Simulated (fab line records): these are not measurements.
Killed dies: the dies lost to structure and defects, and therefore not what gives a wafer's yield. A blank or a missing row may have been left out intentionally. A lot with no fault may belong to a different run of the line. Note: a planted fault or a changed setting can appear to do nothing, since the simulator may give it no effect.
Chamber matching :: flow n5_finfet :: N5_BEOL_M9_CMP_52 on cmp-02 has 4 sister chambers
The step polishes, stops on SiCOH lowk, t overpolish 7 s, target thk 140 nm. 8 wafers are shown with their chamber, then 7 later ones without.

WAFERS PAIRED WITH THEIR CHAMBERS
wafer: L082.4
chamber: 0
motor_current_A (A): 7.8
time_to_endpoint_s (s): 72

wafer: L082.5
chamber: 1
motor_current_A (A): 6.7
time_to_endpoint_s (s): 73

wafer: L084.5
chamber: 2
motor_current_A (A): 6.2
time_to_endpoint_s (s): 65

wafer: L088.2
chamber: 0
motor_current_A (A): 7.9
time_to_endpoint_s (s): 67

wafer: L088.3
chamber: 3
motor_current_A (A): 6.1
time_to_endpoint_s (s): 71

wafer: L088.4
chamber: 1
motor_current_A (A): 6.4
time_to_endpoint_s (s): 70

wafer: L090.3
chamber: 2
motor_current_A (A): 6.0
time_to_endpoint_s (s): 63

wafer: L090.4
chamber: 3
motor_current_A (A): 5.7
time_to_endpoint_s (s): 69

WAFERS WHOSE CHAMBER IS MISSING
wafer: L090.6
motor_current_A (A): 6.1
time_to_endpoint_s (s): 69

wafer: L095.2
motor_current_A (A): 6.1
time_to_endpoint_s (s): 65

wafer: L095.5
motor_current_A (A): 6.5
time_to_endpoint_s (s): 68

wafer: L095.6
motor_current_A (A): 7.4
time_to_endpoint_s (s): 67

wafer: L094.3
motor_current_A (A): 5.9
time_to_endpoint_s (s): 71

wafer: L094.5
motor_current_A (A): 6.7
time_to_endpoint_s (s): 72

wafer: L094.6
motor_current_A (A): 7.3
time_to_endpoint_s (s): 70

CHAMBER TAKEN BY EACH
wafer: L090.6
from the rows above: can't be placed: 3 or 2 or 1
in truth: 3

wafer: L095.2
from the rows above: can't be placed: 2 or 3
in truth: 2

wafer: L095.5
from the rows above: can't be placed: 1 or 2 or 3
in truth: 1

wafer: L095.6
from the rows above: 0
in truth: 0

wafer: L094.3
from the rows above: 3
in truth: 3

wafer: L094.5
from the rows above: 1
in truth: 1

wafer: L094.6
from the rows above: can't be placed: 0 or 1
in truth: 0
Placed correctly: 3 of 7. Not placeable from these rows: 4 (in 4, the candidates include the true chamber). 0 placed wrongly.
How it was worked out, from the rows above alone: a wafer's distance from a chamber is the root of the sum, over the readings, of the square of ((its reading less the chamber's mean) divided by the reading's scatter). The wafer belongs to the nearest chamber; if the next one is less than 2 further off, it can't be placed. A chamber's mean is the mean of its shown wafers. The scatter is the square root of a quotient: the sum, over the shown wafers, of each reading's squared deviation from its chamber's mean, divided by wafers minus chambers.
